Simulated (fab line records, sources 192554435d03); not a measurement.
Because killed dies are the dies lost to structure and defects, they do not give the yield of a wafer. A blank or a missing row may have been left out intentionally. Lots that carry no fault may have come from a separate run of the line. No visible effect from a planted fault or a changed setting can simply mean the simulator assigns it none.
Split-lot trial | flow n5 finfet | on a route of 1938 steps: 7 lots, 21 wafers read

== ABOUT THE SPLIT ==
At N5_MOL_CONTACT_COAG_CVD_140 (deposits W, target thk 66.5 nm, time 215 s), the setting target thk a was moved away from the recipe's 665 angstrom on 8 of the 21 wafers read, by -12.0% to +13.2%. For the rest of the wafers, this setting stayed at what the recipe calls for.

Reading taken at the split's own step.

== THE READING ==
W_of_MOL_CONTACT_COAG_CVD_140.thk nm (the simulator's own value, which no gauge read), in nm, at N5_MOL_CONTACT_COAG_CVD_140 (deposits W, target thk 66.5 nm, time 215 s). There is no usual value for it anywhere in the file. Here, 13 wafers ran the recipe; their average is 66.9 nm with a standard deviation of 0.85 nm.

wafer  | tool, chamber at the split | target thk a as run, angstrom | against the recipe | W_of_MOL_CONTACT_COAG_CVD_140.thk nm, nm | against lot-mates on the recipe
L075.1 | cvd w-01, 0                | 665                           | recipe             | 65.4                                     | -
L075.4 | cvd w-01, 0                | 665                           | recipe             | 65.8                                     | -
L075.6 | cvd w-01, 0                | 665                           | recipe             | 66                                       | -
L076.1 | cvd w-01, 1                | 697.2                         | +4.8%              | 71.2                                     | +4.6
L076.2 | cvd w-01, 0                | 665                           | recipe             | 66.6                                     | -
L076.5 | cvd w-01, 0                | 697.2                         | +4.8%              | 70                                       | +3.4
L084.1 | cvd w-02, 1                | 665                           | recipe             | 67.6                                     | -
L084.5 | cvd w-02, 1                | 752.9                         | +13.2%             | 76.2                                     | +8.6
L084.6 | cvd w-02, 0                | 752.9                         | +13.2%             | 74.8                                     | +7.2
L089.3 | cvd w-01, 0                | 665                           | recipe             | 66                                       | -
L089.5 | cvd w-01, 0                | 665                           | recipe             | 66.8                                     | -
L089.6 | cvd w-01, 1                | 665                           | recipe             | 68                                       | -
L094.1 | cvd w-01, 1                | 585.5                         | -12.0%             | 59.8                                     | -7.4
L094.4 | cvd w-01, 1                | 665                           | recipe             | 67.6                                     | -
L094.6 | cvd w-01, 0                | 665                           | recipe             | 66.8                                     | -
L095.4 | cvd w-01, 0                | 601.6                         | -9.5%              | 60.4                                     | -7.2
L095.5 | cvd w-01, 0                | 601.6                         | -9.5%              | 60.4                                     | -7.2
L095.6 | cvd w-01, 0                | 665                           | recipe             | 67.6                                     | -
L097.4 | cvd w-02, 1                | 665                           | recipe             | 67.8                                     | -
L097.6 | cvd w-02, 1                | 665                           | recipe             | 67.8                                     | -
L097.5 | cvd w-02, 0                | 713.2                         | +7.2%              | 70.4                                     | +2.6

FIT RESULTS
A straight line over all 21 wafers: W_of_MOL_CONTACT_COAG_CVD_140.thk nm changes by +0.643 nm for each +1% of target thk a; r = +0.98; the points scatter about the line by 0.85 nm.
The same after taking each lot's own level away (the mean of its wafers on the recipe; 21 wafers): +0.639 nm for each +1%; r = +0.98; scatter 0.81 nm.
Per that fit: largest target thk a move, reading shift of 8.4 nm.
Measured against the standard deviation above, the lots' own levels, which go from 65.73 to 67.80 nm, span 2.4 times it.
So the lot-to-lot level changes the slope little: the two slopes agree.
Check: for one of the wafers moved furthest among these (+13.2%), held out of the fit, the line's prediction against its lot-mates is +8.18 nm. Against them it came out at +8.6 nm.

== OTHER SPLITS ON THESE WAFERS ==
Note: prior to the reading, these wafers also went through further splits. Each is held against what the fit with the lots' levels taken away leaves over:
other split on the same wafers          | wafers away from the commonest value | r with W_of_MOL_CONTACT_COAG_CVD_140.thk nm (lot level and that fit taken away)
N5_HKMG_FIN_PEB_10 peb time s           | 9                                    | -0.33
N5_GATE_CUT_ALD_22 ald cycles           | 6                                    | -0.57
N5_MOL_CONTACT_COAG_COAT_103 spin rpm   | 4                                    | +0.00
N5_MOL_CONTACT_COAG_ETCH_110 bias w     | 8                                    | +0.06
N5_MOL_CONTACT_COAG_VIA_ETCH_117 bias w | 6                                    | -0.19

== FILE'S OWN FIT ==
W_of_MOL_CONTACT_COAG_CVD_140.thk nm changes by +0.619 nm for each +1% of target thk a, r = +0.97.
